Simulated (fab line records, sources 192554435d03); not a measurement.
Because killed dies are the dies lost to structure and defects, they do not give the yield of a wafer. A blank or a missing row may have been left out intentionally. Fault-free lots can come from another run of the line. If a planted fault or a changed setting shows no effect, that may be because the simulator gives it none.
fab line records :: flow n5_finfet
record
  lots=7
  wafers=39
route steps=1938 shown DUMMY_GATE@237 SD_EPI_N@281 MOL_CONTACT_COAG@615
start_h: start of the lot's first displayed wafer, in hours after the record's first day :: wait_h: hours from the lot's prior step to this one :: " repeats the value in the row above :: L1.1+2: several wafers, shown together as one row :: - no value, or no start was given :: * or withheld: withheld :: < > ~ a bound
route shown NAME@n: names a module that has steps shown in the file, with the first one's number in the route :: usual: mean/standard deviation taken from wafers without a fault :: same: alike in all rows :: chamber/n: place in a boat :: sites: readings site by site :: _std_site: how widely they spread, as a standard deviation :: _edge_site: outer sites' mean less inner sites' :: radius_mm: for every site, how far away it sits from the centre of the wafer :: mask NAME#n: copy n :: behind: the most recent tool/chamber to have shaped the wafer :: hold: reason for holding the lot/hours on hold/outcome of the hold :: device: the transistor (n, p or np) that didn't switch :: end of line: the same wafers' tests at the end of the route :: a step without rows: its recipe alone :: killed: at the first sort, the dies lost to defects and structure; wafer yield is something else :: map: a wafer's dies, x killed, . not, _ none there
set.NAME: the setting as run; set.NAME@STEP: as run at that earlier step :: model.NAME: the simulator's own value behind a step, which no gauge read
one table per step and one row per wafer, for lots whose settings were changed on purpose
## steps
# step N5_DUMMY_GATE_ETCH_37
# recipe
  chemistry=N2/H2
  target=SOC
  target_depth_a=600
  overetch_a=300
  temp_c=40
  ion_energy_ev=200
  pressure_mtorr=30
  source_w=840
  bias_w=150
  n2_flow_sccm=200
  h2_flow_sccm=200
# usual
  rf_vpp_V=523.8/2.6
lot.wafer: L084.1
tool: rie_diel-01
chamber: 0
start_h: 107.57
wait_h: 0.0
set.source_w: 840
rf_vpp_V: 525.6

lot.wafer: L084.2
tool: rie_diel-01
chamber: 2
start_h: 107.57
wait_h: 0.0
set.source_w: 681.2
rf_vpp_V: 561.8

lot.wafer: L084.3
tool: rie_diel-01
chamber: 3
start_h: 107.57
wait_h: 0.0
set.source_w: 681.2
rf_vpp_V: 558.0

lot.wafer: L084.4
tool: rie_diel-01
chamber: 1
start_h: 107.57
wait_h: 0.0
set.source_w: 681.2
rf_vpp_V: 563.1

lot.wafer: L084.5
tool: rie_diel-01
chamber: 1
start_h: 107.57
wait_h: 0.0
set.source_w: 840
rf_vpp_V: 526.6

lot.wafer: L084.6
tool: rie_diel-01
chamber: 0
start_h: 107.57
wait_h: 0.0
set.source_w: 840
rf_vpp_V: 525.0

lot.wafer: L085.2
tool: rie_diel-05
chamber: 3
start_h: 115.48
wait_h: 0.0
set.source_w: 840
rf_vpp_V: 526.3

lot.wafer: L085.4
tool: rie_diel-05
chamber: 1
start_h: 115.48
wait_h: 0.0
set.source_w: 840
rf_vpp_V: 527.1

lot.wafer: L085.5
tool: rie_diel-05
chamber: 3
start_h: 115.48
wait_h: 0.0
set.source_w: 840
rf_vpp_V: 526.9

lot.wafer: L088.1
tool: rie_diel-03
chamber: 2
start_h: 131.68
wait_h: 0.0
set.source_w: 840
rf_vpp_V: 521.9

lot.wafer: L088.2
tool: rie_diel-03
chamber: 3
start_h: 131.68
wait_h: 0.0
set.source_w: 882.4
rf_vpp_V: 518.4

lot.wafer: L088.3
tool: rie_diel-03
chamber: 0
start_h: 131.68
wait_h: 0.0
set.source_w: 882.4
rf_vpp_V: 514.9

lot.wafer: L088.4
tool: rie_diel-03
chamber: 1
start_h: 131.68
wait_h: 0.0
set.source_w: 840
rf_vpp_V: 520.7

lot.wafer: L088.5
tool: rie_diel-03
chamber: 2
start_h: 131.68
wait_h: 0.0
set.source_w: 882.4
rf_vpp_V: 513.8

lot.wafer: L088.6
tool: rie_diel-03
chamber: 3
start_h: 131.68
wait_h: 0.0
set.source_w: 840
rf_vpp_V: 525.3

lot.wafer: L089.1
tool: rie_diel-01
chamber: 2
start_h: 139.84
wait_h: 0.0
set.source_w: 840
rf_vpp_V: 522.5

lot.wafer: L089.2
tool: rie_diel-01
chamber: 1
start_h: 139.84
wait_h: 0.0
set.source_w: 773.5
rf_vpp_V: 540.0

lot.wafer: L089.3
tool: rie_diel-01
chamber: 3
start_h: 139.84
wait_h: 0.0
set.source_w: 773.5
rf_vpp_V: 535.3

lot.wafer: L089.4
tool: rie_diel-01
chamber: 0
start_h: 139.84
wait_h: 0.0
set.source_w: 773.5
rf_vpp_V: 539.9

lot.wafer: L089.5
tool: rie_diel-01
chamber: 1
start_h: 139.84
wait_h: 0.0
set.source_w: 840
rf_vpp_V: 525.8

lot.wafer: L089.6
tool: rie_diel-01
chamber: 0
start_h: 139.84
wait_h: 0.0
set.source_w: 840
rf_vpp_V: 525.4

lot.wafer: L090.1
tool: rie_diel-01
chamber: 0
start_h: 140.56
wait_h: 0.0
set.source_w: 915.3
rf_vpp_V: 510.4

lot.wafer: L090.2
tool: rie_diel-01
chamber: 3
start_h: 140.56
wait_h: 0.0
set.source_w: 915.3
rf_vpp_V: 505.8

lot.wafer: L090.3
tool: rie_diel-01
chamber: 2
start_h: 140.56
wait_h: 0.0
set.source_w: 915.3
rf_vpp_V: 508.0

lot.wafer: L090.4
tool: rie_diel-01
chamber: 0
start_h: 140.56
wait_h: 0.0
set.source_w: 840
rf_vpp_V: 524.4

lot.wafer: L090.5
tool: rie_diel-01
chamber: 2
start_h: 140.56
wait_h: 0.0
set.source_w: 840
rf_vpp_V: 522.0

lot.wafer: L090.6
tool: rie_diel-01
chamber: 3
start_h: 140.56
wait_h: 0.0
set.source_w: 840
rf_vpp_V: 521.4

lot.wafer: L092.1
tool: rie_diel-05
chamber: 0
start_h: 154.29
wait_h: 0.0
set.source_w: 763
rf_vpp_V: 535.3

lot.wafer: L092.2
tool: rie_diel-05
chamber: 3
start_h: 154.29
wait_h: 0.0
set.source_w: 840
rf_vpp_V: 526.2

lot.wafer: L092.3
tool: rie_diel-05
chamber: 2
start_h: 154.29
wait_h: 0.0
set.source_w: 840
rf_vpp_V: 527.6

lot.wafer: L092.4
tool: rie_diel-05
chamber: 1
start_h: 154.29
wait_h: 0.0
set.source_w: 763
rf_vpp_V: 544.6

lot.wafer: L092.5
tool: rie_diel-05
chamber: 2
start_h: 154.29
wait_h: 0.0
set.source_w: 840
rf_vpp_V: 529.6

lot.wafer: L092.6
tool: rie_diel-05
chamber: 3
start_h: 154.29
wait_h: 0.0
set.source_w: 763
rf_vpp_V: 543.6

lot.wafer: L096.1
tool: rie_diel-01
chamber: 3
start_h: 179.13
wait_h: 0.0
set.source_w: 840
rf_vpp_V: 521.2

lot.wafer: L096.2
tool: rie_diel-01
chamber: 2
start_h: 179.13
wait_h: 0.0
set.source_w: 840
rf_vpp_V: 522.9

lot.wafer: L096.3
tool: rie_diel-01
chamber: 0
start_h: 179.13
wait_h: 0.0
set.source_w: 906.6
rf_vpp_V: 512.9

lot.wafer: L096.4
tool: rie_diel-01
chamber: 1
start_h: 179.13
wait_h: 0.0
set.source_w: 840
rf_vpp_V: 524.4

lot.wafer: L096.5
tool: rie_diel-01
chamber: 1
start_h: 179.13
wait_h: 0.0
set.source_w: 906.6
rf_vpp_V: 512.9

lot.wafer: L096.6
tool: rie_diel-01
chamber: 2
start_h: 179.13
wait_h: 0.0
set.source_w: 906.6
rf_vpp_V: 509.7
# step N5_SD_EPI_N_SD_RECESS_17
# recipe
  chemistry=HBr/Cl2/O2
  target_depth_a=410
  mask_material=SOC
  time_s=23.7
  bt_time_s=3
  pressure_mtorr=10
  icp_w=800
  bias_w=112
  HBr_flow_sccm=150
  Cl2_flow_sccm=80
  O2_flow_sccm=12
lot.wafer: L084.1
tool: rie_si-03
chamber: 0
start_h: 110.36
wait_h: 0.0
set.time_s: 23.7
model.etch.depth_nm: 41.02
model.SD_EPI_N.feature_depth_nm: 41
model.Si_of_WELL_APT_EPI_41.thk_nm: 8.8

lot.wafer: L084.2
tool: rie_si-03
chamber: 2
start_h: 110.36
wait_h: 0.0
set.time_s: 21.67
model.etch.depth_nm: 37.36
model.SD_EPI_N.feature_depth_nm: 37.4
model.Si_of_WELL_APT_EPI_41.thk_nm: 12.6

lot.wafer: L084.3
tool: rie_si-03
chamber: 1
start_h: 110.36
wait_h: 0.0
set.time_s: 21.67
model.etch.depth_nm: 37.9
model.SD_EPI_N.feature_depth_nm: 38
model.Si_of_WELL_APT_EPI_41.thk_nm: 12

lot.wafer: L084.4
tool: rie_si-03
chamber: 3
start_h: 110.36
wait_h: 0.0
set.time_s: 23.7
model.etch.depth_nm: 40.53
model.SD_EPI_N.feature_depth_nm: 40.6
model.Si_of_WELL_APT_EPI_41.thk_nm: 9.6

lot.wafer: L084.5
tool: rie_si-03
chamber: 3
start_h: 110.36
wait_h: 0.0
set.time_s: 21.67
model.etch.depth_nm: 37.2
model.SD_EPI_N.feature_depth_nm: 37.2
model.Si_of_WELL_APT_EPI_41.thk_nm: 12.6

lot.wafer: L084.6
tool: rie_si-03
chamber: 0
start_h: 110.36
wait_h: 0.0
set.time_s: 23.7
model.etch.depth_nm: 40.77
model.SD_EPI_N.feature_depth_nm: 40.8
model.Si_of_WELL_APT_EPI_41.thk_nm: 9.8

lot.wafer: L085.2
tool: rie_si-03
chamber: 3
start_h: 118.45
wait_h: 0.0
set.time_s: 23.7
model.etch.depth_nm: 40.67
model.SD_EPI_N.feature_depth_nm: 40.6
model.Si_of_WELL_APT_EPI_41.thk_nm: 9

lot.wafer: L085.4
tool: rie_si-03
chamber: 0
start_h: 118.45
wait_h: 0.0
set.time_s: 23.7
model.etch.depth_nm: 41.63
model.SD_EPI_N.feature_depth_nm: 41.6
model.Si_of_WELL_APT_EPI_41.thk_nm: 7.6

lot.wafer: L085.5
tool: rie_si-03
chamber: 1
start_h: 118.45
wait_h: 0.0
set.time_s: 23.7
model.etch.depth_nm: 42
model.SD_EPI_N.feature_depth_nm: 42
model.Si_of_WELL_APT_EPI_41.thk_nm: 6.6

lot.wafer: L088.1
tool: rie_si-05
chamber: 3
start_h: 134.79
wait_h: 0.0
set.time_s: 21.48
model.etch.depth_nm: 36.81
model.SD_EPI_N.feature_depth_nm: 36.8
model.Si_of_WELL_APT_EPI_41.thk_nm: 12.6

lot.wafer: L088.2
tool: rie_si-05
chamber: 1
start_h: 134.79
wait_h: 0.0
set.time_s: 21.48
model.etch.depth_nm: 37.78
model.SD_EPI_N.feature_depth_nm: 37.8
model.Si_of_WELL_APT_EPI_41.thk_nm: 12.2

lot.wafer: L088.3
tool: rie_si-05
chamber: 0
start_h: 134.79
wait_h: 0.0
set.time_s: 23.7
model.etch.depth_nm: 40.97
model.SD_EPI_N.feature_depth_nm: 41
model.Si_of_WELL_APT_EPI_41.thk_nm: 9

lot.wafer: L088.4
tool: rie_si-05
chamber: 2
start_h: 134.79
wait_h: 0.0
set.time_s: 21.48
model.etch.depth_nm: 37.19
model.SD_EPI_N.feature_depth_nm: 37.2
model.Si_of_WELL_APT_EPI_41.thk_nm: 12.4

lot.wafer: L088.5
tool: rie_si-05
chamber: 3
start_h: 134.79
wait_h: 0.0
set.time_s: 23.7
model.etch.depth_nm: 40.32
model.SD_EPI_N.feature_depth_nm: 40.4
model.Si_of_WELL_APT_EPI_41.thk_nm: 10

lot.wafer: L088.6
tool: rie_si-05
chamber: 2
start_h: 134.79
wait_h: 0.0
set.time_s: 23.7
model.etch.depth_nm: 40.78
model.SD_EPI_N.feature_depth_nm: 40.8
model.Si_of_WELL_APT_EPI_41.thk_nm: 8.8

lot.wafer: L089.1
tool: rie_si-04
chamber: 1
start_h: 142.98
wait_h: 0.0
set.time_s: 22.96
model.etch.depth_nm: 40.08
model.SD_EPI_N.feature_depth_nm: 40
model.Si_of_WELL_APT_EPI_41.thk_nm: 9

lot.wafer: L089.2
tool: rie_si-04
chamber: 0
start_h: 142.98
wait_h: 0.0
set.time_s: 23.7
model.etch.depth_nm: 40.83
model.SD_EPI_N.feature_depth_nm: 40.8
model.Si_of_WELL_APT_EPI_41.thk_nm: 8.8

lot.wafer: L089.3
tool: rie_si-04
chamber: 2
start_h: 142.98
wait_h: 0.0
set.time_s: 22.96
model.etch.depth_nm: 38.14
model.SD_EPI_N.feature_depth_nm: 38.2
model.Si_of_WELL_APT_EPI_41.thk_nm: 11.2

lot.wafer: L089.4
tool: rie_si-04
chamber: 3
start_h: 142.98
wait_h: 0.0
set.time_s: 23.7
model.etch.depth_nm: 41.26
model.SD_EPI_N.feature_depth_nm: 41.2
model.Si_of_WELL_APT_EPI_41.thk_nm: 8.6

lot.wafer: L089.5
tool: rie_si-04
chamber: 0
start_h: 142.98
wait_h: 0.0
set.time_s: 22.96
model.etch.depth_nm: 39.53
model.SD_EPI_N.feature_depth_nm: 39.6
model.Si_of_WELL_APT_EPI_41.thk_nm: 9.8

lot.wafer: L089.6
tool: rie_si-04
chamber: 3
start_h: 142.98
wait_h: 0.0
set.time_s: 23.7
model.etch.depth_nm: 41.04
model.SD_EPI_N.feature_depth_nm: 41
model.Si_of_WELL_APT_EPI_41.thk_nm: 8

lot.wafer: L090.1
tool: rie_si-03
chamber: 2
start_h: 143.39
wait_h: 0.0
set.time_s: 22.12
model.etch.depth_nm: 38.28
model.SD_EPI_N.feature_depth_nm: 38.2
model.Si_of_WELL_APT_EPI_41.thk_nm: 11.2

lot.wafer: L090.2
tool: rie_si-03
chamber: 0
start_h: 143.39
wait_h: 0.0
set.time_s: 23.7
model.etch.depth_nm: 41.43
model.SD_EPI_N.feature_depth_nm: 41.4
model.Si_of_WELL_APT_EPI_41.thk_nm: 8.2

lot.wafer: L090.3
tool: rie_si-03
chamber: 3
start_h: 143.39
wait_h: 0.0
set.time_s: 22.12
model.etch.depth_nm: 37.4
model.SD_EPI_N.feature_depth_nm: 37.4
model.Si_of_WELL_APT_EPI_41.thk_nm: 12

lot.wafer: L090.4
tool: rie_si-03
chamber: 1
start_h: 143.39
wait_h: 0.0
set.time_s: 22.12
model.etch.depth_nm: 38.97
model.SD_EPI_N.feature_depth_nm: 39
model.Si_of_WELL_APT_EPI_41.thk_nm: 10.8

lot.wafer: L090.5
tool: rie_si-03
chamber: 0
start_h: 143.39
wait_h: 0.0
set.time_s: 23.7
model.etch.depth_nm: 41.47
model.SD_EPI_N.feature_depth_nm: 41.4
model.Si_of_WELL_APT_EPI_41.thk_nm: 8.2

lot.wafer: L090.6
tool: rie_si-03
chamber: 1
start_h: 143.39
wait_h: 0.0
set.time_s: 23.7
model.etch.depth_nm: 41.42
model.SD_EPI_N.feature_depth_nm: 41.4
model.Si_of_WELL_APT_EPI_41.thk_nm: 8.2

lot.wafer: L092.1
tool: rie_si-04
chamber: 2
start_h: 157.71
wait_h: 0.0
set.time_s: 23.7
model.etch.depth_nm: 39.71
model.SD_EPI_N.feature_depth_nm: 39.8
model.Si_of_WELL_APT_EPI_41.thk_nm: 10

lot.wafer: L092.2
tool: rie_si-04
chamber: 0
start_h: 157.71
wait_h: 0.0
set.time_s: 23.7
model.etch.depth_nm: 41.14
model.SD_EPI_N.feature_depth_nm: 41.2
model.Si_of_WELL_APT_EPI_41.thk_nm: 8.8

lot.wafer: L092.3
tool: rie_si-04
chamber: 1
start_h: 157.71
wait_h: 0.0
set.time_s: 23.7
model.etch.depth_nm: 41.85
model.SD_EPI_N.feature_depth_nm: 41.8
model.Si_of_WELL_APT_EPI_41.thk_nm: 8.6

lot.wafer: L092.4
tool: rie_si-04
chamber: 3
start_h: 157.71
wait_h: 0.0
set.time_s: 23.7
model.etch.depth_nm: 41.38
model.SD_EPI_N.feature_depth_nm: 41.4
model.Si_of_WELL_APT_EPI_41.thk_nm: 9

lot.wafer: L092.5
tool: rie_si-04
chamber: 2
start_h: 157.71
wait_h: 0.0
set.time_s: 23.7
model.etch.depth_nm: 39.56
model.SD_EPI_N.feature_depth_nm: 39.6
model.Si_of_WELL_APT_EPI_41.thk_nm: 10.4

lot.wafer: L092.6
tool: rie_si-04
chamber: 3
start_h: 157.71
wait_h: 0.0
set.time_s: 23.7
model.etch.depth_nm: 41.53
model.SD_EPI_N.feature_depth_nm: 41.6
model.Si_of_WELL_APT_EPI_41.thk_nm: 8.4

lot.wafer: L096.1
tool: rie_si-03
chamber: 1
start_h: 182.05
wait_h: 0.0
set.time_s: 25.01
model.etch.depth_nm: 44.22
model.SD_EPI_N.feature_depth_nm: 44.2
model.Si_of_WELL_APT_EPI_41.thk_nm: 4.2

lot.wafer: L096.2
tool: rie_si-03
chamber: 0
start_h: 182.05
wait_h: 0.0
set.time_s: 23.7
model.etch.depth_nm: 41.19
model.SD_EPI_N.feature_depth_nm: 41.2
model.Si_of_WELL_APT_EPI_41.thk_nm: 8

lot.wafer: L096.3
tool: rie_si-03
chamber: 3
start_h: 182.05
wait_h: 0.0
set.time_s: 25.01
model.etch.depth_nm: 43.12
model.SD_EPI_N.feature_depth_nm: 43.2
model.Si_of_WELL_APT_EPI_41.thk_nm: 5.2

lot.wafer: L096.4
tool: rie_si-03
chamber: 3
start_h: 182.05
wait_h: 0.0
set.time_s: 23.7
model.etch.depth_nm: 40.44
model.SD_EPI_N.feature_depth_nm: 40.4
model.Si_of_WELL_APT_EPI_41.thk_nm: 8.4

lot.wafer: L096.5
tool: rie_si-03
chamber: 1
start_h: 182.05
wait_h: 0.0
set.time_s: 25.01
model.etch.depth_nm: 44.48
model.SD_EPI_N.feature_depth_nm: 44.4
model.Si_of_WELL_APT_EPI_41.thk_nm: 4.8

lot.wafer: L096.6
tool: rie_si-03
chamber: 0
start_h: 182.05
wait_h: 0.0
set.time_s: 23.7
model.etch.depth_nm: 41.47
model.SD_EPI_N.feature_depth_nm: 41.4
model.Si_of_WELL_APT_EPI_41.thk_nm: 7.4
# step N5_MOL_CONTACT_COAG_VIA_ETCH_117
# recipe
  chemistry=C4F6/O2
  target_depth_a=400
  overetch_a=80
  mask_material=SOC
  target=SiO2
  bias_w=455
  pressure_mtorr=10
  time_s=26
  source_w=325
  Ar_flow_sccm=300
  C4F6_flow_sccm=10
  O2_flow_sccm=10
  ion_energy_ev=575.3
  ends=end_point
# usual
  rf_vpp_V=1578/22
lot.wafer: L084.1
tool: rie_diel-02
chamber: 3
start_h: 158.48
wait_h: 0.0
set.bias_w: 402.7
rf_vpp_V: 1429

lot.wafer: L084.2
tool: rie_diel-02
chamber: 2
start_h: 158.48
wait_h: 0.0
set.bias_w: 455
rf_vpp_V: 1569

lot.wafer: L084.3
tool: rie_diel-02
chamber: 1
start_h: 158.48
wait_h: 0.0
set.bias_w: 402.7
rf_vpp_V: 1386

lot.wafer: L084.4
tool: rie_diel-02
chamber: 0
start_h: 158.48
wait_h: 0.0
set.bias_w: 455
rf_vpp_V: 1595

lot.wafer: L084.5
tool: rie_diel-02
chamber: 2
start_h: 158.48
wait_h: 0.0
set.bias_w: 402.7
rf_vpp_V: 1431

lot.wafer: L084.6
tool: rie_diel-02
chamber: 1
start_h: 158.48
wait_h: 0.0
set.bias_w: 455
rf_vpp_V: 1519

lot.wafer: L085.2
tool: rie_diel-04
chamber: 2
start_h: 168.23
wait_h: 0.0
set.bias_w: 455
rf_vpp_V: 1581

lot.wafer: L085.4
tool: rie_diel-04
chamber: 1
start_h: 168.23
wait_h: 0.0
set.bias_w: 455
rf_vpp_V: 1594

lot.wafer: L085.5
tool: rie_diel-04
chamber: 0
start_h: 168.23
wait_h: 0.0
set.bias_w: 455
rf_vpp_V: 1587

lot.wafer: L088.1
tool: rie_diel-06
chamber: 3
start_h: 186.33
wait_h: 0.0
set.bias_w: 455
rf_vpp_V: 1581

lot.wafer: L088.2
tool: rie_diel-06
chamber: 0
start_h: 186.33
wait_h: 0.0
set.bias_w: 455
rf_vpp_V: 1567

lot.wafer: L088.3
tool: rie_diel-06
chamber: 2
start_h: 186.33
wait_h: 0.0
set.bias_w: 455
rf_vpp_V: 1567

lot.wafer: L088.4
tool: rie_diel-06
chamber: 0
start_h: 186.33
wait_h: 0.0
set.bias_w: 455
rf_vpp_V: 1567

lot.wafer: L088.5
tool: rie_diel-06
chamber: 3
start_h: 186.33
wait_h: 0.0
set.bias_w: 455
rf_vpp_V: 1582

lot.wafer: L088.6
tool: rie_diel-06
chamber: 2
start_h: 186.33
wait_h: 0.0
set.bias_w: 455
rf_vpp_V: 1567

lot.wafer: L090.1
tool: rie_diel-06
chamber: 2
start_h: 191.11
wait_h: 0.0
set.bias_w: 522.4
rf_vpp_V: 1737

lot.wafer: L090.2
tool: rie_diel-06
chamber: 3
start_h: 191.11
wait_h: 0.0
set.bias_w: 455
rf_vpp_V: 1581

lot.wafer: L090.3
tool: rie_diel-06
chamber: 0
start_h: 191.11
wait_h: 0.0
set.bias_w: 522.4
rf_vpp_V: 1735

lot.wafer: L090.4
tool: rie_diel-06
chamber: 3
start_h: 191.11
wait_h: 0.0
set.bias_w: 455
rf_vpp_V: 1580

lot.wafer: L090.5
tool: rie_diel-06
chamber: 0
start_h: 191.11
wait_h: 0.0
set.bias_w: 455
rf_vpp_V: 1568

lot.wafer: L090.6
tool: rie_diel-06
chamber: 2
start_h: 191.11
wait_h: 0.0
set.bias_w: 522.4
rf_vpp_V: 1738

lot.wafer: L089.1
tool: rie_diel-06
chamber: 1
start_h: 200.13
wait_h: 0.0
set.bias_w: 485.9
rf_vpp_V: 1654

lot.wafer: L089.2
tool: rie_diel-06
chamber: 2
start_h: 200.13
wait_h: 0.0
set.bias_w: 455
rf_vpp_V: 1567

lot.wafer: L089.3
tool: rie_diel-06
chamber: 3
start_h: 200.13
wait_h: 0.0
set.bias_w: 455
rf_vpp_V: 1579

lot.wafer: L089.4
tool: rie_diel-06
chamber: 2
start_h: 200.13
wait_h: 0.0
set.bias_w: 455
rf_vpp_V: 1567

lot.wafer: L089.5
tool: rie_diel-06
chamber: 3
start_h: 200.13
wait_h: 0.0
set.bias_w: 485.9
rf_vpp_V: 1660

lot.wafer: L089.6
tool: rie_diel-06
chamber: 1
start_h: 200.13
wait_h: 0.0
set.bias_w: 485.9
rf_vpp_V: 1653

lot.wafer: L092.1
tool: rie_diel-02
chamber: 2
start_h: 209.62
wait_h: 0.0
set.bias_w: 503.7
rf_vpp_V: 1691

lot.wafer: L092.2
tool: rie_diel-02
chamber: 0
start_h: 209.62
wait_h: 0.0
set.bias_w: 455
rf_vpp_V: 1595

lot.wafer: L092.3
tool: rie_diel-02
chamber: 3
start_h: 209.62
wait_h: 0.0
set.bias_w: 503.7
rf_vpp_V: 1689

lot.wafer: L092.4
tool: rie_diel-02
chamber: 1
start_h: 209.62
wait_h: 0.0
set.bias_w: 455
rf_vpp_V: 1519

lot.wafer: L092.5
tool: rie_diel-02
chamber: 1
start_h: 209.62
wait_h: 0.0
set.bias_w: 503.7
rf_vpp_V: 1635

lot.wafer: L092.6
tool: rie_diel-02
chamber: 0
start_h: 209.62
wait_h: 0.0
set.bias_w: 455
rf_vpp_V: 1594

lot.wafer: L096.1
tool: rie_diel-06
chamber: 1
start_h: 231.28
wait_h: 0.0
set.bias_w: 455
rf_vpp_V: 1573

lot.wafer: L096.2
tool: rie_diel-06
chamber: 2
start_h: 231.28
wait_h: 0.0
set.bias_w: 419.6
rf_vpp_V: 1475

lot.wafer: L096.3
tool: rie_diel-06
chamber: 0
start_h: 231.28
wait_h: 0.0
set.bias_w: 419.6
rf_vpp_V: 1474

lot.wafer: L096.4
tool: rie_diel-06
chamber: 2
start_h: 231.28
wait_h: 0.0
set.bias_w: 455
rf_vpp_V: 1568

lot.wafer: L096.5
tool: rie_diel-06
chamber: 0
start_h: 231.28
wait_h: 0.0
set.bias_w: 455
rf_vpp_V: 1567

lot.wafer: L096.6
tool: rie_diel-06
chamber: 1
start_h: 231.28
wait_h: 0.0
set.bias_w: 419.6
rf_vpp_V: 1482
## key
split
  step=N5_DUMMY_GATE_ETCH_37
  setting=source_w
  stated=840
  by=wafer
response
  step=N5_DUMMY_GATE_ETCH_37
  reading=rf_vpp_V
  change=-1.71
  per=1%
  r=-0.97
split
  step=N5_SD_EPI_N_SD_RECESS_17
  setting=time_s
  stated=23.7
  by=wafer
response
  step=N5_SD_EPI_N_SD_RECESS_17
  reading=model.etch.depth_nm
  change=+0.421
  per=1%
  r=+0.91
response
  step=N5_SD_EPI_N_SD_RECESS_17
  reading=model.SD_EPI_N.feature_depth_nm
  change=+0.421
  per=1%
  r=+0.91
response
  step=N5_SD_EPI_N_SD_RECESS_17
  reading=model.Si_of_WELL_APT_EPI_41.thk_nm
  change=-0.4
  per=1%
  r=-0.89
split
  step=N5_MOL_CONTACT_COAG_VIA_ETCH_117
  setting=bias_w
  stated=455
  by=wafer
response
  step=N5_MOL_CONTACT_COAG_VIA_ETCH_117
  reading=rf_vpp_V
  change=+11.2
  per=1%
  r=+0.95
